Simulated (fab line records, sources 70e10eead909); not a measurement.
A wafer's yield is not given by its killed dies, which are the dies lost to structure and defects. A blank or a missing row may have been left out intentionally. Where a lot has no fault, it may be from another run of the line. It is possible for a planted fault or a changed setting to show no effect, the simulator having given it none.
Chamber matching | flow nand harc | rie diel-04 running NHARC_A_STAIRCASE_TRIM_20: 4 sister chambers
The step chemistry O2, time 211.2 s. 4 wafers are shown with their chamber, then 8 later ones without.

WAFERS WITH THEIR CHAMBER
wafer  | chamber | showerhead plenum p Torr (Torr)
L084.2 | 2       | 3.59
L093.1 | 1       | 3.60
L093.5 | 0       | 3.63
L095.1 | 3       | 3.44

WAFERS WHOSE CHAMBER IS MISSING
wafer  | showerhead plenum p Torr (Torr)
L095.2 | 3.57
L095.3 | 3.62
L094.2 | 3.59
L094.5 | 3.62
L094.6 | 3.44
L096.2 | 3.62
L096.5 | 3.59
L096.6 | 3.62

WHICH CHAMBER EACH ONE RAN IN
wafer  | from the rows above     | in truth
L095.2 | can't be placed: 2 or 1 | 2
L095.3 | can't be placed: 0 or 1 | 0
L094.2 | can't be placed: 2 or 1 | 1
L094.5 | can't be placed: 0 or 1 | 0
L094.6 | 3                       | 3
L096.2 | can't be placed: 0 or 1 | 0
L096.5 | can't be placed: 2 or 1 | 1
L096.6 | can't be placed: 0 or 1 | 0
1 of 8 placed correctly. Can't be placed from these rows: 7 (the true chamber is among the candidates in 7). Number placed wrongly: 0.
How it was worked out, from the rows above alone: a wafer's distance from a chamber is the root of the sum, over the readings, of the square of ((its reading less the chamber's mean) divided by the reading's scatter). The wafer belongs to the nearest chamber; if the next one is less than 2 further off, it can't be placed. A chamber's mean is the mean of its shown wafers. The scatter: root of mean squared gap, hidden wafer to nearest shown wafer, with one shown wafer a chamber.
